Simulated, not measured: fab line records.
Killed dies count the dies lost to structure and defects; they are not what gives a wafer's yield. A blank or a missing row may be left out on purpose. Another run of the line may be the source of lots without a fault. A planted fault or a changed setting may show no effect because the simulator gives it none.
Matching of chambers :: flow nand_harc :: rie_si-04 running NHARC_A_CHANNEL_FILL_D1_ETCHBACK_19: 4 sister chambers
The step etches the open film in HBr/Cl2, target depth 5 nm, time 1.7 s. 4 wafers are shown with their chamber, then 10 later ones without.

## EACH WAFER AND ITS CHAMBER
wafer: L087.3
chamber: 0
drypump_motor_current_A (A): 5.2

wafer: L088.1
chamber: 2
drypump_motor_current_A (A): 5.6

wafer: L090.1
chamber: 1
drypump_motor_current_A (A): 5.9

wafer: L090.3
chamber: 3
drypump_motor_current_A (A): 5.6

## WAFERS WITHOUT THEIR CHAMBER
wafer: L090.6
drypump_motor_current_A (A): 5.9

wafer: L093.2
drypump_motor_current_A (A): 5.2

wafer: L093.4
drypump_motor_current_A (A): 5.7

wafer: L093.5
drypump_motor_current_A (A): 5.6

wafer: L096.1
drypump_motor_current_A (A): 5.6

wafer: L096.5
drypump_motor_current_A (A): 5.3

wafer: L096.6
drypump_motor_current_A (A): 5.9

wafer: L097.2
drypump_motor_current_A (A): 5.2

wafer: L097.3
drypump_motor_current_A (A): 5.6

wafer: L097.5
drypump_motor_current_A (A): 5.6

## WHICH CHAMBER EACH WENT THROUGH
wafer: L090.6
from the rows above: 1
in truth: 1

wafer: L093.2
from the rows above: 0
in truth: 0

wafer: L093.4
from the rows above: can't be placed: 2 or 3
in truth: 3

wafer: L093.5
from the rows above: can't be placed: 2 or 3
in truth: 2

wafer: L096.1
from the rows above: can't be placed: 2 or 3
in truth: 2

wafer: L096.5
from the rows above: 0
in truth: 0

wafer: L096.6
from the rows above: 1
in truth: 1

wafer: L097.2
from the rows above: 0
in truth: 0

wafer: L097.3
from the rows above: can't be placed: 2 or 3
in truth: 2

wafer: L097.5
from the rows above: can't be placed: 2 or 3
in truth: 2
Placed correctly: 5 of 10. Can't be placed from these rows: 5 (the true chamber is among the candidates in 5). Number placed wrongly: 0.
How it was worked out, from the rows above alone: a wafer's distance from a chamber is the root of the sum, over the readings, of the square of ((its reading less the chamber's mean) divided by the reading's scatter). If the next closest chamber is less than 2 further off than the closest, the wafer can't be placed; otherwise it belongs to the closest. The mean given for a chamber averages the wafers shown for that chamber. The scatter (one wafer shown for each chamber): square how far every hidden wafer sits from the nearest shown wafer, average those squares and take the square root.
